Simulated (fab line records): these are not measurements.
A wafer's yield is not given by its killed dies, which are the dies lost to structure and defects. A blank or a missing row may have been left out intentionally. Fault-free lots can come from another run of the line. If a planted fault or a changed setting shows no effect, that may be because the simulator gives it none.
Chamber matching    flow n5Finfet    rieSi-05 running N5_SDB_CUT_ETCH_26: 4 sister chambers
The step etches Si in HBr/Cl2/O2, target depth 129.6 nm, bt time 20 s, time 51.8 s. 4 wafers are shown with their chamber, then 8 later ones without.

## WAFERS PAIRED WITH THEIR CHAMBERS
wafer   chamber  throttleValvePct (%)
L086.4  1        37.39
L088.4  0        37.43
L088.6  2        37.33
L090.1  3        37.49

## WAFERS MISSING THEIR CHAMBER
wafer   throttleValvePct (%)
L090.5  37.31
L090.6  37.48
L091.2  37.44
L091.3  37.32
L091.4  37.49
L094.2  37.40
L094.4  37.44
L094.5  37.43

## WHICH CHAMBER EACH WENT THROUGH
wafer   from the rows above      in truth
L090.5  2                        2
L090.6  3                        3
L091.2  0                        0
L091.3  2                        2
L091.4  3                        3
L094.2  can't be placed: 1 or 0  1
L094.4  0                        0
L094.5  0                        0
7 of 8 placed correctly. From these rows, 1 cannot be placed; in 1 the true chamber is one of the candidates. Number placed wrongly: 0.
How it was worked out, from the rows above alone: a wafer's distance from a chamber is the root of the sum, over the readings, of the square of ((its reading less the chamber's mean) divided by the reading's scatter). If the next closest chamber is less than 2 further off than the closest, the wafer can't be placed; otherwise it belongs to the closest. A chamber's mean is the mean of its shown wafers. The scatter: with one shown wafer a chamber, the root of the mean of the squares of how far each hidden wafer lies from its nearest shown one.
